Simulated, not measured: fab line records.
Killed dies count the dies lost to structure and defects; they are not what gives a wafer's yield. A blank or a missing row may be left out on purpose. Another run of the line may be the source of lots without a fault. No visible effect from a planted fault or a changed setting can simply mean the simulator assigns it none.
A lot that was struck, set against a sound lot    flow nand harc    15 out of 1159 route steps
Sound: the wafers L253.1, L253.4, L253.5. Struck: wafer L260.3. (L260.1 of the same lot was not struck and is left out.) The cause comes at the end.
Per side, at each step with rows, come the tool, then ch with its chambers, and then its first start. Under that, the readings that differ: sound wafers    struck wafers    difference of the means    sigmas: that difference in standard deviations of wafers without a fault.
alike: readings with means less than 2 such deviations apart, plus words and numbers identical on both sides. not compared: withheld readings, readings lacking a value on some wafer, bounds such as >300 that could conceal the same value, and numbers that have no deviation in the record and whose values overlap.
A row with sigmas, a row that says differs or no value, or rows on one side alone: a step with any of these is where the two part. Numbers that don't overlap but have no deviation are shown without sigmas and don't part them. A reading that every wafer of one side lacks parts them only if that side has two wafers or more.

first, 8 steps without rows for these wafers: NHARC_P_CONTACT_COAT_33 (time 75 s); NHARC_P_CONTACT_COAT_34 (time 65 s); NHARC_P_CONTACT_COAT_06 (resist thk 90 nm); NHARC_P_CONTACT_SOFTBAKE_07 (time 55 s); NHARC_P_CONTACT_EBR_08; NHARC_P_CONTACT_EXPOSE_09 (exposes mask P CA, target cd 90 nm); NHARC_P_CONTACT_PEB_10 (peb time 65 s); NHARC_P_CONTACT_DEVELOP_11 (develop time 35 s).
NHARC_P_CONTACT_CD_MEAS_12: target cd 90 nm.
  sound on cd sem-01 ch 0, day 5 21:56; struck on cd sem-01 ch 0, day 7 07:52
  alike: cd nm
NHARC_P_CONTACT_OVL_MEAS_13:
  sound on overlay-02 at day 5 22:02; struck on overlay-01 at day 7 07:58
  alike: overlay x nm, overlay y nm
NHARC_P_CONTACT_INSPECT_14:
  sound on defect inspect-01 at day 5 22:04; struck on defect inspect-01 at day 7 08:00
  alike: raw defect count
NHARC_P_CONTACT_DESCUM_17: chemistry O2, time 3 s.
  sound on rie diel-08 ch 2,3, day 5 22:08; struck on rie diel-08 ch 2, day 7 08:04
  alike: drypump motor current A, oes product au, rf vpp V, showerhead plenum p Torr, throttle valve pct
  not compared: rf hours counter h
NHARC_P_CONTACT_ETCH_35: etches the open film in CF4, target depth 39 nm, time 65 s.
  sound on rie diel-08 ch 1,2,3, day 5 22:13; struck on rie diel-08 ch 0, day 7 08:08
reading                sound              struck  difference  sigmas
oes product au (a.u.)  1.006 1.005 1.011  0.805   -0.202      -27
  alike: drypump motor current A, rf vpp V, showerhead plenum p Torr, throttle valve pct
  not compared: rf hours counter h
NHARC_P_CONTACT_ETCH_36: etches the open film in N2/H2, target depth 260 nm, time 406.25 s.
  sound: rie diel-08 ch 0,2; struck: rie diel-08 ch 2
  alike: drypump motor current A, n2 flow sccm, oes product au, rf vpp V, showerhead plenum p Torr, throttle valve pct
  not compared: rf hours counter h
-- record jumps: 17 days between struck wafers' starts before vs after; left off in module P_CONTACT, resumes in module END, first step shown is number 1159 of the route --
NHARC_END_SORT_01:
  sound on prober-01 ch 0, day 21 11:49; struck on prober-01 ch 0, day 24 14:14
reading              sound     struck  difference  sigmas
killed at periphery  2 2 3     591     +589        +99 or more
killed dies          44 41 40  623     +581        +53
  alike: killed at array, killed at other, killed open, killed short

== WHERE THEY PART ==
Last at NHARC_END_SORT_01 as far as this record goes, first at NHARC_P_CONTACT_ETCH_35.

WHY: the cause the simulator had injected
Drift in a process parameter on rie diel-08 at NHARC_P_CONTACT_ETCH_35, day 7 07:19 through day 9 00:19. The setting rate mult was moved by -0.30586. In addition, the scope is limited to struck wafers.
